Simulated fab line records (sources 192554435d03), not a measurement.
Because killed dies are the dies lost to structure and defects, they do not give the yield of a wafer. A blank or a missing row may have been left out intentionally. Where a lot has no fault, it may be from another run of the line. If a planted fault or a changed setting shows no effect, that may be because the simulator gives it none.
fab line records	flow n5Finfet
record lots=15	wafers=45	lastDay=19
route steps=1938 shown HKMG_FIN@400
lots with no fault: from the same line, run without faults
startH: hours from the record's opening day to when the first of the lot's shown wafers began	waitH: how many hours have passed since the lot's step before this one	" identical to the entry in the row above	L1.1+2: a single row standing in for several wafers	- no value, or no start was given	* or withheld: withheld	< > ~ a bound
route shown NAME@n: a module of which the file shows steps, and the number in the route of the first	usual: average and standard deviation across the fault-free wafers	same: alike in all rows	chamber/n: place in a boat	sites: readings site by site	_std_site: standard deviation of those values	_edge_site: outer sites' mean less inner sites'	radiusMm: how far each site lies from the wafer's centre	mask NAME#n: copy n	behind: the most recent tool/chamber to have shaped the wafer	hold: why the lot went on hold/how many hours it stayed there/how the hold came to an end	device: the transistor (n, p or np) that didn't switch	end of line: tests run on the same wafers once the route is complete	a step given without rows: its recipe and nothing more	killed: dies lost to structure and defects at the first sort, not the wafer's yield	map: a wafer's dies, marking killed ones x, the rest . and places with no die _
set.NAME: the setting the step ran with; set.NAME@STEP: the setting that earlier step ran with	model.NAME: the simulator's own value behind a step, which no gauge read
the route's steps for a sample of lots (tables are steps, rows are wafers)
services: from which hour (startH, from the record's first day; less than 0 if before it) a tool's chamber was out of use, for how many hours, and why
## steps
# step N5_HKMG_FIN_INSPECT_61
# recipe mode=adi	inspectInstrument=macro
# usual rawDefectCount=1.7/1.3
lot.wafer	tool	chamber	startH	waitH	rawDefectCount
L619.2	defectInspect-01	-	72.67	0.0	3
L619.3	"	-	"	"	2
L619.5	"	-	"	"	0
L620.3	defectInspect-02	-	78.93	0.0	3
L620.5	"	-	"	"	1
L620.6	"	-	"	"	1
L621.2	defectInspect-02	-	86.72	0.0	5
L621.4	"	-	"	"	1
L621.5	"	-	"	"	3
L622.2	defectInspect-02	-	91.78	0.0	1
L622.4	"	-	"	"	1
L622.5	"	-	"	"	1
L623.1	defectInspect-02	-	97.09	0.0	2
L623.3	"	-	"	"	0
L623.5	"	-	"	"	3
L624.3	defectInspect-01	-	102.68	0.0	4
L624.4	"	-	"	"	1
L624.6	"	-	"	"	7
L625.1	defectInspect-02	-	107.70	0.0	2
L625.3	"	-	"	"	0
L625.4	"	-	"	"	0
L632.3	defectInspect-01	-	150.28	0.0	2
L632.5	"	-	"	"	0
L632.6	"	-	"	"	2
L633.1	defectInspect-02	-	155.75	0.0	2
L633.3	"	-	"	"	1
L633.5	"	-	"	"	2
L635.1	defectInspect-02	-	167.54	0.0	1
L635.2	"	-	"	"	1
L635.4	"	-	"	"	1
L636.1	defectInspect-01	-	171.01	0.0	1
L636.2	"	-	"	"	1
L636.4	"	-	"	"	1
L639.1	defectInspect-02	-	192.71	0.0	0
L639.3	"	-	"	"	0
L639.4	"	-	"	"	0
L640.1	defectInspect-02	-	198.60	0.0	2
L640.2	"	-	"	"	3
L640.5	"	-	"	"	2
L642.2	defectInspect-02	-	210.12	0.0	2
L642.5	"	-	"	"	1
L642.6	"	-	"	"	1
L641.1	defectInspect-02	-	210.79	0.0	2
L641.5	"	-	"	"	1
L641.6	"	-	"	"	4
# step N5_HKMG_FIN_THK_MEAS_70
# recipe thkMeasGauge=xrf	reads=HfO2_of_HKMG_FIN_HK_ALD_01
# usual HK_THK=1.582/0.017
lot.wafer	tool	chamber	startH	waitH	HK_THK[nm]
L619.2	filmMetro-02	-	75.21	0.2	1.591
L619.3	"	-	"	"	1.612
L619.5	"	-	"	"	1.579
L620.3	filmMetro-01	-	81.37	0.2	1.595
L620.5	"	-	"	"	1.575
L620.6	"	-	"	"	1.569
L621.2	filmMetro-01	-	89.36	0.2	1.580
L621.4	"	-	"	"	1.580
L621.5	"	-	"	"	1.557
L622.2	filmMetro-02	-	94.34	0.2	1.600
L622.4	"	-	"	"	1.564
L622.5	"	-	"	"	1.570
L623.1	filmMetro-01	-	99.69	0.2	1.578
L623.3	"	-	"	"	1.589
L623.5	"	-	"	"	1.579
L624.3	filmMetro-02	-	105.25	0.2	1.573
L624.4	"	-	"	"	1.606
L624.6	"	-	"	"	1.571
L625.1	filmMetro-02	-	110.36	0.2	1.589
L625.3	"	-	"	"	1.594
L625.4	"	-	"	"	1.588
L632.3	filmMetro-01	-	152.84	0.2	1.591
L632.5	"	-	"	"	1.576
L632.6	"	-	"	"	1.579
L633.1	filmMetro-02	-	158.20	0.2	1.558
L633.3	"	-	"	"	1.606
L633.5	"	-	"	"	1.613
L635.1	filmMetro-02	-	169.98	0.2	1.579
L635.2	"	-	"	"	1.588
L635.4	"	-	"	"	1.582
L636.1	filmMetro-02	-	173.45	0.2	1.605
L636.2	"	-	"	"	1.576
L636.4	"	-	"	"	1.608
L639.1	filmMetro-01	-	195.19	0.2	1.565
L639.3	"	-	"	"	1.568
L639.4	"	-	"	"	1.577
L640.1	filmMetro-02	-	201.30	0.2	1.622
L640.2	"	-	"	"	1.581
L640.5	"	-	"	"	1.559
L642.2	filmMetro-01	-	212.74	0.2	1.582
L642.5	"	-	"	"	1.581
L642.6	"	-	"	"	1.562
L641.1	filmMetro-01	-	213.22	0.2	1.569
L641.5	"	-	"	"	1.583
L641.6	"	-	"	"	1.583
# step N5_HKMG_FIN_EXPOSE_09
# recipe maskId=NWFM	na=1.35	sourceShape=conventional	sigmaOuter=0.8	polarization=unpolarized	doseMj=39.25
# usual exposureDoseMJCm2=39.23/0.039	focusOffsetNm=0.1/0.59
lot.wafer	tool	chamber	startH	waitH	mask	exposureDoseMJCm2	focusOffsetNm
L619.2	arfiScanner-03	0	75.96	-	NWFM#0	39.26	-0.2
L619.3	"	0	"	"	NWFM#0	39.26	-0.9
L619.5	"	0	"	"	NWFM#0	39.22	0.3
L620.3	arfiScanner-02	0	82.25	-	NWFM#0	39.28	0.0
L620.5	"	0	"	"	NWFM#0	39.27	0.2
L620.6	"	0	"	"	NWFM#0	39.27	0.1
L621.2	arfiScanner-01	0	90.12	-	NWFM#0	39.20	0.1
L621.4	"	0	"	"	NWFM#0	39.20	0.2
L621.5	"	0	"	"	NWFM#0	39.25	0.0
L622.2	arfiScanner-03	0	95.09	-	NWFM#0	39.18	-0.1
L622.4	"	0	"	"	NWFM#0	39.23	-0.8
L622.5	"	0	"	"	NWFM#0	39.17	0.0
L623.1	arfiScanner-01	-	100.44	-	NWFM#0	-	-
L623.3	"	-	"	"	NWFM#0	-	-
L623.5	"	-	"	"	NWFM#0	-	-
L624.3	arfiScanner-02	-	106.01	-	NWFM#0	-	-
L624.4	"	-	"	"	NWFM#0	-	-
L624.6	"	-	"	"	NWFM#0	-	-
L625.1	arfiScanner-01	-	111.11	-	NWFM#0	-	-
L625.3	"	-	"	"	NWFM#0	-	-
L625.4	"	-	"	"	NWFM#0	-	-
L632.3	arfiScanner-01	0	153.48	-	NWFM#0	39.21	0.4
L632.5	"	0	"	"	NWFM#0	39.19	-0.5
L632.6	"	0	"	"	NWFM#0	39.23	-0.2
L633.1	arfiScanner-02	0	158.95	-	NWFM#0	39.24	0.8
L633.3	"	0	"	"	NWFM#0	39.21	1.2
L633.5	"	0	"	"	NWFM#0	39.27	0.5
L635.1	arfiScanner-02	0	170.73	-	NWFM#0	39.19	0.3
L635.2	"	0	"	"	NWFM#0	39.18	0.4
L635.4	"	0	"	"	NWFM#0	39.18	-0.1
L636.1	arfiScanner-02	0	174.07	-	NWFM#0	39.17	0.5
L636.2	"	0	"	"	NWFM#0	39.20	0.3
L636.4	"	0	"	"	NWFM#0	39.14	0.2
L639.1	arfiScanner-02	0	195.94	-	NWFM#0	39.19	0.5
L639.3	"	0	"	"	NWFM#0	39.23	0.6
L639.4	"	0	"	"	NWFM#0	39.16	0.6
L640.1	arfiScanner-01	0	202.05	-	NWFM#0	39.22	0.9
L640.2	"	0	"	"	NWFM#0	39.21	0.5
L640.5	"	0	"	"	NWFM#0	39.21	-0.2
L642.2	arfiScanner-02	0	213.49	-	NWFM#0	39.21	1.1
L642.5	"	0	"	"	NWFM#0	39.23	0.2
L642.6	"	0	"	"	NWFM#0	39.21	1.2
L641.1	arfiScanner-01	0	213.97	-	NWFM#0	39.14	0.4
L641.5	"	0	"	"	NWFM#0	39.25	-0.6
L641.6	"	0	"	"	NWFM#0	39.26	-0.1
# step N5_HKMG_FIN_ETCH_32
# recipe chemistry=N2/H2	target=SOC	targetDepthA=2400	tempC=40	timeS=300	ionEnergyEv=200	maskMaterial=SiARC	pressureMtorr=30	sourceW=840	biasW=150	n2FlowSccm=200	h2FlowSccm=200
# usual drypumpMotorCurrentA=5.7/0.34	oesProductAu=0.79/0.099	rfVppV=523.7/2.5	showerheadPlenumPTorr=2.54/0.086	throttleValvePct=17.77/0.24
lot.wafer	tool	chamber	startH	waitH	drypumpMotorCurrentA	oesProductAu	rfHoursCounterH	rfVppV	showerheadPlenumPTorr	throttleValvePct
L619.2	rieDiel-02	1	76.26	0.0	5.8	0.68	240	523.8	2.51	17.97
L619.3	"	3	"	"	5.2	0.77	148	526.6	2.66	17.65
L619.5	"	1	"	"	5.8	0.68	-	522.6	2.51	17.96
L620.3	rieDiel-06	1	82.54	0.0	5.6	0.76	143	523.6	2.54	17.58
L620.5	"	1	"	"	5.6	0.76	-	523.8	2.54	17.59
L620.6	"	3	"	"	6.1	0.72	-	520.0	2.43	18.03
L621.2	rieDiel-01	1	90.41	0.0	5.6	0.71	190	523.4	2.52	18.16
L621.4	"	3	"	"	6.4	0.70	242	521.3	2.50	17.90
L621.5	"	2	"	"	5.7	0.93	-	523.1	2.49	17.37
L622.2	rieDiel-01	2	95.77	0.0	5.8	0.93	19	522.2	2.49	17.37
L622.4	"	3	"	"	6.4	0.70	245	523.0	2.50	17.90
L622.5	"	1	"	"	5.5	0.71	-	520.9	2.52	18.18
L623.1	rieDiel-02	0	100.75	0.0	5.9	0.75	144	527.5	2.64	17.59
L623.3	"	1	"	"	5.9	0.68	247	522.4	2.51	18.00
L623.5	"	0	"	"	5.9	0.75	-	526.5	2.64	17.60
L624.3	rieDiel-02	3	106.34	0.0	5.2	0.76	157	526.3	2.65	17.67
L624.4	"	0	"	"	5.9	0.75	147	527.5	2.64	17.59
L624.6	"	0	"	"	5.9	0.75	-	527.7	2.64	17.60
L625.1	rieDiel-02	0	111.41	0.0	5.9	0.75	150	527.4	2.64	17.63
L625.3	"	2	"	"	5.6	0.95	12	522.1	2.50	17.57
L625.4	"	2	"	"	5.6	0.94	-	523.0	2.50	17.58
L632.3	rieDiel-01	2	153.77	0.0	5.7	0.88	43	520.3	2.48	17.42
L632.5	"	1	"	"	5.5	0.70	-	524.5	2.51	18.22
L632.6	"	2	"	"	5.7	0.88	-	521.7	2.48	17.40
L633.1	rieDiel-02	0	159.25	0.0	5.9	0.73	169	526.0	2.63	17.63
L633.3	"	1	"	"	5.8	0.92	11	521.6	2.50	17.61
L633.5	"	0	"	"	5.9	0.73	-	528.0	2.63	17.63
L635.1	rieDiel-02	2	171.04	0.0	5.7	0.88	35	521.5	2.49	17.62
L635.2	"	1	"	"	5.8	0.92	15	522.9	2.50	17.61
L635.4	"	0	"	"	5.9	0.72	173	526.5	2.63	17.65
L636.1	rieDiel-02	1	174.37	0.0	5.9	0.90	17	521.2	2.50	17.61
L636.2	"	2	"	"	5.7	0.89	38	520.8	2.49	17.63
L636.4	"	3	"	"	5.2	0.73	185	525.6	2.64	17.73
L639.1	rieDiel-06	2	196.24	0.0	5.7	0.91	23	522.1	2.49	17.59
L639.3	"	1	"	"	5.6	0.72	177	524.4	2.52	17.66
L639.4	"	0	"	"	5.3	0.82	60	526.7	2.70	17.76
L640.1	rieDiel-02	2	202.35	0.0	5.7	0.87	47	521.9	2.48	17.62
L640.2	"	1	"	"	5.9	0.88	26	523.2	2.49	17.64
L640.5	"	0	"	"	5.9	0.72	-	526.1	2.63	17.68
L642.2	rieDiel-06	1	213.79	0.0	5.6	0.73	182	524.9	2.52	17.66
L642.5	"	0	"	"	5.3	0.81	-	527.6	2.70	17.76
L642.6	"	3	"	"	6.2	0.68	-	521.0	2.41	18.13
L641.1	rieDiel-06	3	214.30	0.0	6.1	0.69	242	519.7	2.41	18.11
L641.5	"	2	"	"	5.7	0.90	-	521.5	2.48	17.60
L641.6	"	3	"	"	6.1	0.69	-	520.1	2.41	18.11
## services
tool	chamber	startH	hours	kind
arfiScanner-01	-	60.36	2.2	repair
arfiScanner-02	-	63.35	3.9	pm
arfiScanner-01	-	71.81	1.3	pm
arfiScanner-03	-	76.69	4.9	pm
arfiScanner-02	-	77.01	0.8	pm
arfiScanner-01	-	90.61	8.0	pm
arfiScanner-02	-	91.52	1.2	repair
arfiScanner-03	-	99.76	1.3	pm
arfiScanner-02	-	107.74	1.0	pm
rieDiel-06	2	112.37	4.9	repair
arfiScanner-01	-	113.50	3.9	pm
rieDiel-01	0	119.86	2.2	repair
arfiScanner-02	-	121.41	1.8	repair
arfiScanner-03	-	121.81	3.0	pm
arfiScanner-01	-	124.34	1.0	pm
arfiScanner-03	-	139.97	1.0	pm
rieDiel-06	1	164.44	9.9	repair
arfiScanner-02	-	164.85	1.3	pm
rieDiel-01	3	177.60	5.2	repair
rieDiel-06	1	183.55	8.8	repair
arfiScanner-01	-	187.90	0.2	repair
arfiScanner-01	-	197.31	1.3	pm
arfiScanner-02	-	204.40	1.7	repair
rieDiel-02	0	212.15	22.1	repair
## key
firstSign step=N5_HKMG_FIN_EXPOSE_09	reading=toolRecord	direction=missing
effect none on later readings
metAt N5_HKMG_FIN_EXPOSE_09
struckLots L623,L624,L625
laterRowsLeftOut L623.1,L623.3,L623.5,L624.3,L624.4,L624.6,L625.1,L625.3,L625.4
sortLeftOut L623.1,L623.3,L623.5,L624.3,L624.4,L624.6,L625.1,L625.3,L625.4
notActingAt N5_HKMG_FIN_INSPECT_61,N5_HKMG_FIN_THK_MEAS_70,N5_HKMG_FIN_ETCH_32
onsetBetween 90.12 100.44
fault kind=skippedStepWhole	tool=arfiScanner-01,arfiScanner-02	chamber=-	onsetH=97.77	steps=N5_HKMG_FIN_EXPOSE_09	scope=struckLotsOnly
# sortLeftOut: the simulated sort isn't trusted on such a fault, so these wafers' sort isn't shown, and their yield isn't known
# laterRowsLeftOut: the simulator's readings of these wafers behind a module that went badly wrong aren't trusted and aren't shown, but for the sort
